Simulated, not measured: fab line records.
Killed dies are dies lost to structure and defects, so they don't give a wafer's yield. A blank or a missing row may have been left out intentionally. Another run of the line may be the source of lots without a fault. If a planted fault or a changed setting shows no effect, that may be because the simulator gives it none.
Split-lot trial :: flow n5_finfet :: 7 lots, 21 wafers read, on a route of 1938 steps

== THE SPLIT ITSELF ==
At N5_BEOL_M2_COAT_22 (resist thk 30 nm), the setting spin_rpm was moved away from the recipe's 1500 rpm on 4 of the 21 wafers read, by -7.1% to +4.9%. All remaining wafers had this setting at the recipe value.

The split's own step is where the reading is taken.

== THE READING ==
CAR-EUV_of_BEOL_M2_COAT_22.thk_nm (the simulator's own value, which no gauge read), in nm, at N5_BEOL_M2_COAT_22 (resist thk 30 nm). The file gives no usual value for it. The 17 wafers here that ran the recipe average 30.0 nm, standard deviation 0.083 nm.

wafer: L075.1
tool, chamber at the split: litho_track-03, 0
spin_rpm as run, rpm: 1500
against the recipe: recipe
CAR-EUV_of_BEOL_M2_COAT_22.thk_nm, nm: 30.2
against lot-mates on the recipe: -

wafer: L075.2
tool, chamber at the split: litho_track-03, 0
spin_rpm as run, rpm: 1500
against the recipe: recipe
CAR-EUV_of_BEOL_M2_COAT_22.thk_nm, nm: 30.2
against lot-mates on the recipe: -

wafer: L075.3
tool, chamber at the split: litho_track-03, 0
spin_rpm as run, rpm: 1500
against the recipe: recipe
CAR-EUV_of_BEOL_M2_COAT_22.thk_nm, nm: 30
against lot-mates on the recipe: -

wafer: L076.1
tool, chamber at the split: litho_track-03, 0
spin_rpm as run, rpm: 1500
against the recipe: recipe
CAR-EUV_of_BEOL_M2_COAT_22.thk_nm, nm: 30
against lot-mates on the recipe: -

wafer: L076.4
tool, chamber at the split: litho_track-03, 0
spin_rpm as run, rpm: 1500
against the recipe: recipe
CAR-EUV_of_BEOL_M2_COAT_22.thk_nm, nm: 30
against lot-mates on the recipe: -

wafer: L076.5
tool, chamber at the split: litho_track-03, 0
spin_rpm as run, rpm: 1500
against the recipe: recipe
CAR-EUV_of_BEOL_M2_COAT_22.thk_nm, nm: 30
against lot-mates on the recipe: -

wafer: L085.1
tool, chamber at the split: litho_track-01, 0
spin_rpm as run, rpm: 1394
against the recipe: -7.1%
CAR-EUV_of_BEOL_M2_COAT_22.thk_nm, nm: 31
against lot-mates on the recipe: +1.2

wafer: L085.6
tool, chamber at the split: litho_track-01, 0
spin_rpm as run, rpm: 1394
against the recipe: -7.1%
CAR-EUV_of_BEOL_M2_COAT_22.thk_nm, nm: 31
against lot-mates on the recipe: +1.2

wafer: L085.3
tool, chamber at the split: litho_track-01, 0
spin_rpm as run, rpm: 1500
against the recipe: recipe
CAR-EUV_of_BEOL_M2_COAT_22.thk_nm, nm: 29.8
against lot-mates on the recipe: -

wafer: L087.1
tool, chamber at the split: litho_track-03, 0
spin_rpm as run, rpm: 1500
against the recipe: recipe
CAR-EUV_of_BEOL_M2_COAT_22.thk_nm, nm: 30
against lot-mates on the recipe: -

wafer: L087.2
tool, chamber at the split: litho_track-03, 0
spin_rpm as run, rpm: 1500
against the recipe: recipe
CAR-EUV_of_BEOL_M2_COAT_22.thk_nm, nm: 30
against lot-mates on the recipe: -

wafer: L087.3
tool, chamber at the split: litho_track-03, 0
spin_rpm as run, rpm: 1500
against the recipe: recipe
CAR-EUV_of_BEOL_M2_COAT_22.thk_nm, nm: 30
against lot-mates on the recipe: -

wafer: L089.4
tool, chamber at the split: litho_track-03, 0
spin_rpm as run, rpm: 1500
against the recipe: recipe
CAR-EUV_of_BEOL_M2_COAT_22.thk_nm, nm: 30
against lot-mates on the recipe: -

wafer: L089.5
tool, chamber at the split: litho_track-03, 0
spin_rpm as run, rpm: 1500
against the recipe: recipe
CAR-EUV_of_BEOL_M2_COAT_22.thk_nm, nm: 30
against lot-mates on the recipe: -

wafer: L089.6
tool, chamber at the split: litho_track-03, 0
spin_rpm as run, rpm: 1500
against the recipe: recipe
CAR-EUV_of_BEOL_M2_COAT_22.thk_nm, nm: 30
against lot-mates on the recipe: -

wafer: L090.1
tool, chamber at the split: litho_track-03, 0
spin_rpm as run, rpm: 1500
against the recipe: recipe
CAR-EUV_of_BEOL_M2_COAT_22.thk_nm, nm: 30
against lot-mates on the recipe: -

wafer: L090.5
tool, chamber at the split: litho_track-03, 0
spin_rpm as run, rpm: 1500
against the recipe: recipe
CAR-EUV_of_BEOL_M2_COAT_22.thk_nm, nm: 30
against lot-mates on the recipe: -

wafer: L090.2
tool, chamber at the split: litho_track-03, 0
spin_rpm as run, rpm: 1446
against the recipe: -3.6%
CAR-EUV_of_BEOL_M2_COAT_22.thk_nm, nm: 30.4
against lot-mates on the recipe: +0.4

wafer: L091.3
tool, chamber at the split: litho_track-01, 0
spin_rpm as run, rpm: 1500
against the recipe: recipe
CAR-EUV_of_BEOL_M2_COAT_22.thk_nm, nm: 30
against lot-mates on the recipe: -

wafer: L091.5
tool, chamber at the split: litho_track-01, 0
spin_rpm as run, rpm: 1500
against the recipe: recipe
CAR-EUV_of_BEOL_M2_COAT_22.thk_nm, nm: 30
against lot-mates on the recipe: -

wafer: L091.4
tool, chamber at the split: litho_track-01, 0
spin_rpm as run, rpm: 1573
against the recipe: +4.9%
CAR-EUV_of_BEOL_M2_COAT_22.thk_nm, nm: 29.2
against lot-mates on the recipe: -0.8

THE FIT
A straight line over all 21 wafers: CAR-EUV_of_BEOL_M2_COAT_22.thk_nm changes by -0.143 nm for each +1% of spin_rpm; r = -0.97; the points scatter about the line by 0.087 nm.
The same after taking each lot's own level away (the mean of its wafers on the recipe; 21 wafers): -0.164 nm for each +1%; r = -0.99; scatter 0.059 nm.
That fit puts the effect of the largest move of spin_rpm on the reading at 1.2 nm.
The span of the lots' own levels, 29.80 to 30.13 nm, comes to 4.0 times the standard deviation stated above.
So the slope is not independent of the lot-to-lot level: the two fits are not the same.
Check: with one of the wafers moved furthest among these (-7.1%) left out of the fit, the line predicts +1.12 nm for it against its lot-mates. It came out at +1.2 nm against them.

== OTHER SPLITS ON THESE WAFERS ==
Note: prior to the reading, these wafers also went through further splits. Each is held against what the fit with the lots' levels taken away leaves over:
other split on the same wafers: N5_BEOL_M0_SAQP_COAT_81 spin_rpm
wafers away from the commonest value: 6
r with CAR-EUV_of_BEOL_M2_COAT_22.thk_nm (lot level and that fit taken away): +0.28

other split on the same wafers: N5_BEOL_M0_SAQP_SPACER2_ALD_26 target_thk_a
wafers away from the commonest value: 7
r with CAR-EUV_of_BEOL_M2_COAT_22.thk_nm (lot level and that fit taken away): +0.12

other split on the same wafers: N5_BEOL_M0_SAQP_COAT_87 temp_c
wafers away from the commonest value: 7
r with CAR-EUV_of_BEOL_M2_COAT_22.thk_nm (lot level and that fit taken away): +0.08

other split on the same wafers: N5_BEOL_M0_DEP_125 time_s
wafers away from the commonest value: 5
r with CAR-EUV_of_BEOL_M2_COAT_22.thk_nm (lot level and that fit taken away): -0.29

other split on the same wafers: N5_BEOL_M1_ETCH_77 source_w
wafers away from the commonest value: 6
r with CAR-EUV_of_BEOL_M2_COAT_22.thk_nm (lot level and that fit taken away): -0.16

other split on the same wafers: N5_BEOL_M1_TRENCH_ETCH_37 time_s
wafers away from the commonest value: 3
r with CAR-EUV_of_BEOL_M2_COAT_22.thk_nm (lot level and that fit taken away): -0.35

== FILE'S OWN FIT ==
CAR-EUV_of_BEOL_M2_COAT_22.thk_nm changes by -0.16 nm for each +1% of spin_rpm, r = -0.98.
